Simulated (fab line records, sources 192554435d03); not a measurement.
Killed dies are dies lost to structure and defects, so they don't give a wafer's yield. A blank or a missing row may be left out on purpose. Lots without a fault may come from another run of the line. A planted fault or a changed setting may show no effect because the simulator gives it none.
Chamber matching | flow n5_finfet | N5_SD_EPI_N_ETCH_45 on rie_diel-06: 4 sister chambers
The step etches SiOCN in CH3F/O2, target depth 6 nm. 20 wafers are shown with their chamber, then 10 later ones without.

WAFERS WITH THEIR CHAMBER
wafer  | chamber | drypump_motor_current_A (A) | showerhead_plenum_p_Torr (Torr) | throttle_valve_pct (%)
L074.1 | 2       | 4.9                         | 1.99                            | 23.29
L074.4 | 0       | 6.3                         | 2.02                            | 23.04
L074.6 | 3       | 6.4                         | 2.08                            | 23.33
L075.2 | 2       | 4.9                         | 1.99                            | 23.29
L075.3 | 3       | 6.4                         | 2.08                            | 23.33
L075.6 | 3       | 6.4                         | 2.08                            | 23.34
L077.2 | 1       | 5.7                         | 1.95                            | 23.01
L077.4 | 2       | 4.9                         | 1.99                            | 23.31
L077.6 | 0       | 6.4                         | 2.02                            | 23.06
L078.2 | 2       | 4.9                         | 1.99                            | 23.31
L078.3 | 1       | 5.8                         | 1.95                            | 23.01
L078.5 | 1       | 5.8                         | 1.95                            | 23.00
L079.1 | 1       | 5.7                         | 1.95                            | 23.00
L079.5 | 2       | 4.9                         | 1.99                            | 23.31
L079.6 | 0       | 6.4                         | 2.02                            | 23.05
L082.2 | 0       | 6.4                         | 2.02                            | 23.08
L082.3 | 2       | 4.9                         | 1.99                            | 23.32
L082.4 | 0       | 6.4                         | 2.02                            | 23.06
L086.1 | 2       | 4.9                         | 1.98                            | 23.33
L086.3 | 1       | 5.8                         | 1.94                            | 23.02

SIGNATURES (means of the wafers above)
reading                  | chamber 0 | chamber 1 | chamber 2 | chamber 3 | scatter within a chamber
drypump_motor_current_A  | 6.380     | 5.760     | 4.900     | 6.400     | 0.0354
showerhead_plenum_p_Torr | 2.0200    | 1.9480    | 1.9886    | 2.0800    | 0.00322
throttle_valve_pct       | 23.0580   | 23.0080   | 23.3086   | 23.3333   | 0.0125
Rule: a wafer's distance from a chamber is the root of the sum, over the readings, of the square of ((its reading less the chamber's mean) divided by the reading's scatter). The wafer belongs to the nearest chamber; if the next one is less than 2 further off, it can't be placed. The scatter: the root of (the sum of the squares of (reading less its chamber's mean) over the shown wafers, divided by (wafers less chambers)).

WAFERS WITHOUT THEIR CHAMBER
wafer  | drypump_motor_current_A (A) | showerhead_plenum_p_Torr (Torr) | throttle_valve_pct (%)
L086.6 | 4.9                         | 1.98                            | 23.33
L093.3 | 4.9                         | 1.98                            | 23.34
L093.5 | 4.9                         | 1.98                            | 23.36
L093.6 | 5.8                         | 1.94                            | 23.04
L094.2 | 5.8                         | 1.94                            | 23.05
L094.3 | 6.4                         | 2.01                            | 23.12
L094.6 | 6.4                         | 2.01                            | 23.11
L096.4 | 5.8                         | 1.93                            | 23.07
L096.5 | 6.4                         | 2.00                            | 23.12
L096.6 | 4.9                         | 1.97                            | 23.37

WHICH CHAMBER EACH WENT THROUGH
wafer  | from the rows above | in truth
L086.6 | 2                   | 2
L093.3 | 2                   | 2
L093.5 | 2                   | 2
L093.6 | 1                   | 1
L094.2 | 1                   | 1
L094.3 | 0                   | 0
L094.6 | 0                   | 0
L096.4 | 1                   | 1
L096.5 | 0                   | 0
L096.6 | 2                   | 2
Placed correctly: 10 of 10. Can't be placed from these rows: 0. Placed wrongly: 0.
